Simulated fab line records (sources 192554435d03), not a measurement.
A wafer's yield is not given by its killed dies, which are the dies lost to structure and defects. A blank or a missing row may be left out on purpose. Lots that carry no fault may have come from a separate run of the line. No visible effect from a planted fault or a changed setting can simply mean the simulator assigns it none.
What tool caused it? / flow n5-finfet / 9 lots with 27 wafers sampled at 6 steps, on a route of 1938 steps

== WHAT THE GAUGES SHOWED, per wafer ==
N5_GATE_CUT_OVL_MEAS_14.
lot=L771; measured=day 5 03:28; on=overlay-01; GATE_CUT_OVL (nm)=-0.4 -0.3 0.0
lot=L777; measured=day 6 15:28; on=overlay-01; GATE_CUT_OVL (nm)=-0.8 -0.2 -0.5
lot=L778; measured=day 7 03:29; on=overlay-02; GATE_CUT_OVL (nm)=0.5 0.2 0.1
lot=L779; measured=day 7 06:13; on=overlay-02; GATE_CUT_OVL (nm)=0.3 1.3 -0.1
lot=L782; measured=day 7 20:26; on=overlay-02; GATE_CUT_OVL (nm)=0.5 0.5 0.3
lot=L786; measured=day 8 20:14; on=overlay-02; GATE_CUT_OVL (nm)=-0.3 0.5 0.8
lot=L788; measured=day 9 07:34; on=overlay-02; GATE_CUT_OVL (nm)=0.0 0.5 -0.2
lot=L791; measured=day 10 00:42; on=overlay-01; GATE_CUT_OVL (nm)=0.7 1.5 -0.1
lot=L792; measured=day 10 06:27; on=overlay-01; GATE_CUT_OVL (nm)=0.0 -0.1 0.5

N5_GATE_CUT_INSPECT_15: inspects for defects (brightfield).
lot=L771; measured=day 5 03:31; on=defect-inspect-02; raw-defect-count=113 105 131
lot=L777; measured=day 6 15:32; on=defect-inspect-02; raw-defect-count=116 132 148
lot=L778; measured=day 7 03:32; on=defect-inspect-01; raw-defect-count=117 115 106
lot=L779; measured=day 7 06:16; on=defect-inspect-01; raw-defect-count=118 74 112
lot=L782; measured=day 7 20:29; on=defect-inspect-02; raw-defect-count=1269 1178 1168
lot=L786; measured=day 8 20:17; on=defect-inspect-01; raw-defect-count=1158 1137 1175
lot=L788; measured=day 9 07:37; on=defect-inspect-02; raw-defect-count=110 79 128
lot=L791; measured=day 10 00:45; on=defect-inspect-02; raw-defect-count=121 173 166
lot=L792; measured=day 10 06:30; on=defect-inspect-02; raw-defect-count=179 127 152

N5_BEOL_M4_RC_MEAS_101.
lot=L771; measured=day 8 12:48; on=prober-01; DIBL_N (mV/V)=34.3 35.8 36.6; DIBL_P (mV/V)=33.3 34.4 34.3; IOFF_N (nA/um)=0.12 0.15 0.15; IOFF_P (nA/um)=0.16 0.17 0.16; ION_N (uA/um)=668 677 646; ION_P (uA/um)=456 457 440; SS_N (mV/dec)=71.9 72.1 72.3; SS_P (mV/dec)=72.0 72.7 72.8; VT_N (mV)=251 247 252; VT_P (mV)=-252 -253 -253
lot=L777; measured=day 10 03:45; on=prober-01; DIBL_N (mV/V)=37.8 40.1 37.4; DIBL_P (mV/V)=37.9 41.5 36.9; IOFF_N (nA/um)=0.17 0.24 0.17; IOFF_P (nA/um)=0.24 0.30 0.21; ION_N (uA/um)=666 692 683; ION_P (uA/um)=464 474 464; SS_N (mV/dec)=72.3 72.6 72.0; SS_P (mV/dec)=73.3 74.2 73.6; VT_N (mV)=249 244 252; VT_P (mV)=-248 -246 -249
lot=L778; measured=day 10 15:08; on=prober-02; DIBL_N (mV/V)=36.1 35.6 36.9; DIBL_P (mV/V)=34.8 35.0 34.9; IOFF_N (nA/um)=0.18 0.16 0.18; IOFF_P (nA/um)=0.23 0.23 0.23; ION_N (uA/um)=668 691 671; ION_P (uA/um)=458 471 458; SS_N (mV/dec)=71.5 71.1 72.4; SS_P (mV/dec)=73.4 73.6 73.5; VT_N (mV)=247 248 250; VT_P (mV)=-249 -247 -247
lot=L779; measured=day 10 21:30; on=prober-01; DIBL_N (mV/V)=37.7 36.0 34.8; DIBL_P (mV/V)=38.1 35.1 33.7; IOFF_N (nA/um)=0.19 0.15 0.13; IOFF_P (nA/um)=0.27 0.21 0.18; ION_N (uA/um)=687 656 678; ION_P (uA/um)=477 455 462; SS_N (mV/dec)=71.5 71.8 71.3; SS_P (mV/dec)=73.5 72.4 73.1; VT_N (mV)=248 249 251; VT_P (mV)=-244 -249 -249
lot=L782; measured=day 11 15:01; on=prober-01; DIBL_N (mV/V)=36.2 35.2 35.0; DIBL_P (mV/V)=35.7 35.6 34.7; IOFF_N (nA/um)=0.14 0.14 0.12; IOFF_P (nA/um)=0.19 0.20 0.18; ION_N (uA/um)=658 684 655; ION_P (uA/um)=453 470 460; SS_N (mV/dec)=71.2 71.1 70.1; SS_P (mV/dec)=72.7 73.4 72.7; VT_N (mV)=252 250 254; VT_P (mV)=-252 -250 -251
lot=L786; measured=day 12 18:06; on=prober-02; DIBL_N (mV/V)=34.7 36.5 36.4; DIBL_P (mV/V)=33.5 35.0 35.7; IOFF_N (nA/um)=0.13 0.15 0.15; IOFF_P (nA/um)=0.19 0.22 0.22; ION_N (uA/um)=671 647 658; ION_P (uA/um)=460 448 456; SS_N (mV/dec)=71.4 72.0 71.8; SS_P (mV/dec)=72.2 72.6 72.8; VT_N (mV)=252 251 251; VT_P (mV)=-249 -247 -247
lot=L788; measured=day 13 02:10; on=prober-01; DIBL_N (mV/V)=35.0 36.0 36.9; DIBL_P (mV/V)=35.2 35.9 37.6; IOFF_N (nA/um)=0.14 0.16 0.17; IOFF_P (nA/um)=0.21 0.21 0.24; ION_N (uA/um)=677 683 690; ION_P (uA/um)=466 461 470; SS_N (mV/dec)=70.9 71.0 71.8; SS_P (mV/dec)=73.5 73.1 73.5; VT_N (mV)=249 250 250; VT_P (mV)=-249 -250 -246
lot=L791; measured=day 13 17:25; on=prober-02; DIBL_N (mV/V)=34.7 35.7 37.3; DIBL_P (mV/V)=33.1 35.3 35.7; IOFF_N (nA/um)=0.14 0.15 0.17; IOFF_P (nA/um)=0.17 0.20 0.21; ION_N (uA/um)=671 684 665; ION_P (uA/um)=462 465 457; SS_N (mV/dec)=71.1 70.8 71.3; SS_P (mV/dec)=72.5 73.3 72.6; VT_N (mV)=248 247 248; VT_P (mV)=-253 -252 -250
lot=L792; measured=day 14 05:07; on=prober-02; DIBL_N (mV/V)=36.1 32.9 36.1; DIBL_P (mV/V)=37.4 33.9 37.3; IOFF_N (nA/um)=0.16 0.12 0.16; IOFF_P (nA/um)=0.21 0.17 0.20; ION_N (uA/um)=685 672 681; ION_P (uA/um)=467 457 460; SS_N (mV/dec)=71.8 70.4 71.1; SS_P (mV/dec)=73.0 72.3 73.9; VT_N (mV)=251 252 249; VT_P (mV)=-252 -252 -253

== TOOL THAT RAN EACH LOT (tool first, then ch and the chambers of the sampled wafers, then the start) ==
lot=L771; N5_GATE_CUT_ETCHBACK_00=rie-metal-02 ch 0, day 4 22:07; N5_GATE_CUT_CMP_02=cmp-01 ch 0,2,3, day 5 02:50; N5_GATE_CUT_HM_DEP_46=pecvd-03 ch 0,1,2, day 5 03:05
lot=L777; N5_GATE_CUT_ETCHBACK_00=rie-metal-02 ch 0,1, day 6 10:05; N5_GATE_CUT_CMP_02=cmp-02 ch 0,1,3, day 6 13:47; N5_GATE_CUT_HM_DEP_46=pecvd-01 ch 1,2, day 6 14:07
lot=L778; N5_GATE_CUT_ETCHBACK_00=rie-metal-02 ch 0,1, day 6 23:47; N5_GATE_CUT_CMP_02=cmp-02 ch 0,1, day 7 02:39; N5_GATE_CUT_HM_DEP_46=pecvd-02 ch 0,2, day 7 02:59
lot=L779; N5_GATE_CUT_ETCHBACK_00=rie-metal-02 ch 0,1, day 7 02:31; N5_GATE_CUT_CMP_02=cmp-02 ch 1,2,3, day 7 05:23; N5_GATE_CUT_HM_DEP_46=pecvd-02 ch 0,2, day 7 05:43
lot=L782; N5_GATE_CUT_ETCHBACK_00=rie-metal-03 ch 0,1, day 7 16:52; N5_GATE_CUT_CMP_02=cmp-02 ch 1,2,3, day 7 19:46; N5_GATE_CUT_HM_DEP_46=pecvd-02 ch 0,1,2, day 7 20:04
lot=L786; N5_GATE_CUT_ETCHBACK_00=rie-metal-01 ch 0, day 8 14:58; N5_GATE_CUT_CMP_02=cmp-02 ch 0,1,3, day 8 19:28; N5_GATE_CUT_HM_DEP_46=pecvd-02 ch 0,1,2, day 8 19:44
lot=L788; N5_GATE_CUT_ETCHBACK_00=rie-metal-03 ch 0,1, day 9 03:32; N5_GATE_CUT_CMP_02=cmp-02 ch 0,3, day 9 06:46; N5_GATE_CUT_HM_DEP_46=pecvd-01 ch 0,1,2, day 9 07:04
lot=L791; N5_GATE_CUT_ETCHBACK_00=rie-metal-02 ch 0,1, day 9 20:36; N5_GATE_CUT_CMP_02=cmp-02 ch 0,1, day 10 00:02; N5_GATE_CUT_HM_DEP_46=pecvd-01 ch 0,2, day 10 00:19
lot=L792; N5_GATE_CUT_ETCHBACK_00=rie-metal-03 ch 0,1, day 10 02:51; N5_GATE_CUT_CMP_02=cmp-02 ch 0,1,3, day 10 05:47; N5_GATE_CUT_HM_DEP_46=pecvd-01 ch 0,1, day 10 06:05
- N5_GATE_CUT_ETCHBACK_00: etches W in SF6/Cl2.
- N5_GATE_CUT_CMP_02: polishes, stops on SiO2, t overpolish 12.7 s, target thk 0 nm.
- N5_GATE_CUT_HM_DEP_46: deposits SiO2 from TEOS/O2, target thk 130 nm, time 26.6 s.

== WHAT THE TOOLS THEMSELVES READ (means of the sampled wafers that have a number; where no wafer has one, the mark that the record gives instead) ==
N5_GATE_CUT_ETCHBACK_00.
lot=L771; tool=rie-metal-02; bias-w (W)=79.98; drypump-motor-current-A (A)=5.2; he-backside-leak-sccm (sccm)=3.28; oes-product-au (a.u.)=0.81; throttle-valve-pct (%)=27.37
lot=L777; tool=rie-metal-02; bias-w (W)=79.93; drypump-motor-current-A (A)=5.6; he-backside-leak-sccm (sccm)=3.47; oes-product-au (a.u.)=0.89; throttle-valve-pct (%)=27.41
lot=L778; tool=rie-metal-02; bias-w (W)=79.94; drypump-motor-current-A (A)=5.4; he-backside-leak-sccm (sccm)=3.36; oes-product-au (a.u.)=0.84; throttle-valve-pct (%)=27.40
lot=L779; tool=rie-metal-02; bias-w (W)=79.89; drypump-motor-current-A (A)=5.5; he-backside-leak-sccm (sccm)=3.31; oes-product-au (a.u.)=0.88; throttle-valve-pct (%)=27.41
lot=L782; tool=rie-metal-03; bias-w (W)=79.95; drypump-motor-current-A (A)=6.1; he-backside-leak-sccm (sccm)=3.38; oes-product-au (a.u.)=0.74; throttle-valve-pct (%)=27.72
lot=L786; tool=rie-metal-01; bias-w (W)=79.69; drypump-motor-current-A (A)=5.4; he-backside-leak-sccm (sccm)=3.32; oes-product-au (a.u.)=0.73; throttle-valve-pct (%)=27.87
lot=L788; tool=rie-metal-03; bias-w (W)=79.79; drypump-motor-current-A (A)=6.3; he-backside-leak-sccm (sccm)=3.36; oes-product-au (a.u.)=0.70; throttle-valve-pct (%)=27.74
lot=L791; tool=rie-metal-02; bias-w (W)=79.93; drypump-motor-current-A (A)=5.4; he-backside-leak-sccm (sccm)=3.48; oes-product-au (a.u.)=0.81; throttle-valve-pct (%)=27.40
lot=L792; tool=rie-metal-03; bias-w (W)=79.99; drypump-motor-current-A (A)=6.1; he-backside-leak-sccm (sccm)=3.33; oes-product-au (a.u.)=0.73; throttle-valve-pct (%)=27.74

N5_GATE_CUT_CMP_02.
lot=L771; tool=cmp-01; head-pressure-psi (psi)=2.503; motor-current-A (A)=8.2; overpolish-run-s (s)=12.709; time-to-endpoint-s (s)=25.7
lot=L777; tool=cmp-02; head-pressure-psi (psi)=2.501; motor-current-A (A)=9.0; overpolish-run-s (s)=12.705; time-to-endpoint-s (s)=24.7
lot=L778; tool=cmp-02; head-pressure-psi (psi)=2.503; motor-current-A (A)=9.7; overpolish-run-s (s)=12.701; time-to-endpoint-s (s)=24.9
lot=L779; tool=cmp-02; head-pressure-psi (psi)=2.499; motor-current-A (A)=8.9; overpolish-run-s (s)=12.699; time-to-endpoint-s (s)=23.5
lot=L782; tool=cmp-02; head-pressure-psi (psi)=2.503; motor-current-A (A)=9.1; overpolish-run-s (s)=12.696; time-to-endpoint-s (s)=27.5
lot=L786; tool=cmp-02; head-pressure-psi (psi)=2.501; motor-current-A (A)=8.6; overpolish-run-s (s)=12.705; time-to-endpoint-s (s)=23.3
lot=L788; tool=cmp-02; head-pressure-psi (psi)=2.497; motor-current-A (A)=8.8; overpolish-run-s (s)=12.686; time-to-endpoint-s (s)=24.5
lot=L791; tool=cmp-02; head-pressure-psi (psi)=2.500; motor-current-A (A)=9.4; overpolish-run-s (s)=12.695; time-to-endpoint-s (s)=26.8
lot=L792; tool=cmp-02; head-pressure-psi (psi)=2.501; motor-current-A (A)=8.6; overpolish-run-s (s)=12.703; time-to-endpoint-s (s)=24.6

N5_GATE_CUT_HM_DEP_46.
lot=L771; tool=pecvd-03; heater-power-w (W)=478; showerhead-plenum-p-Torr (Torr)=8.38; showerhead-vpp-V (V)=1834; throttle-valve-pct (%)=18.6
lot=L777; tool=pecvd-01; heater-power-w (W)=517; showerhead-plenum-p-Torr (Torr)=8.32; showerhead-vpp-V (V)=1747; throttle-valve-pct (%)=18.1
lot=L778; tool=pecvd-02; heater-power-w (W)=524; showerhead-plenum-p-Torr (Torr)=8.35; showerhead-vpp-V (V)=1831; throttle-valve-pct (%)=17.2
lot=L779; tool=pecvd-02; heater-power-w (W)=560; showerhead-plenum-p-Torr (Torr)=8.33; showerhead-vpp-V (V)=1829; throttle-valve-pct (%)=17.3
lot=L782; tool=pecvd-02; heater-power-w (W)=535; showerhead-plenum-p-Torr (Torr)=8.36; showerhead-vpp-V (V)=1932; throttle-valve-pct (%)=18.2
lot=L786; tool=pecvd-02; heater-power-w (W)=578; showerhead-plenum-p-Torr (Torr)=8.36; showerhead-vpp-V (V)=1915; throttle-valve-pct (%)=18.2
lot=L788; tool=pecvd-01; heater-power-w (W)=544; showerhead-plenum-p-Torr (Torr)=8.28; showerhead-vpp-V (V)=1856; throttle-valve-pct (%)=18.4
lot=L791; tool=pecvd-01; heater-power-w (W)=507; showerhead-plenum-p-Torr (Torr)=8.30; showerhead-vpp-V (V)=1842; throttle-valve-pct (%)=18.1
lot=L792; tool=pecvd-01; heater-power-w (W)=551; showerhead-plenum-p-Torr (Torr)=8.29; showerhead-vpp-V (V)=1958; throttle-valve-pct (%)=18.7

== THE ANSWER, worked out from the rows above alone ==
Rule: what is usual is taken from the lots themselves. Put in order of their means at a reading, lots are off if they are a third of the lots or fewer, leave a main group of 4 or more, and stand apart from it by a gap of 3 or more times the standard deviation of the main group's means; of several such gaps the widest counts. Not used: any main group whose means are identical at the precision the tables above print for the reading. A lot without any number at a reading at which 4 lots or more have one is off too. Where the step has rows for the other lots, those lots are counted as sound. After the gauges, taken in route order, come the tools' own readings; for these a lot's mean is taken, as printed above. At the first step where some lot is off, the reading lying furthest off is the one used; lots without a number count as furthest.
Off, at N5_GATE_CUT_INSPECT_15 on raw-defect-count: L782, L786. The main group: mean 125, standard deviation 20.
A tool fits if, at a process step before that reading, it ran every lot that is off, and no sound lot after the first of them. Those tools and the gauges at N5_GATE_CUT_INSPECT_15 are tried in the same way. One candidate fits, namely pecvd-02 at N5_GATE_CUT_HM_DEP_46. A fault onset in the window from L779 (day 7 05:43, its last sound lot) to L782 (day 7 20:04, its first lot off) fits.

== WHAT HAD BEEN PUT IN BY THE SIMULATOR ==
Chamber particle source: pecvd-02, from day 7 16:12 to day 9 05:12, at N5_GATE_CUT_HM_DEP_46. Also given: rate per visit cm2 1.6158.
Shown lots that were struck: L782, L786. The rule above reached the same finding.
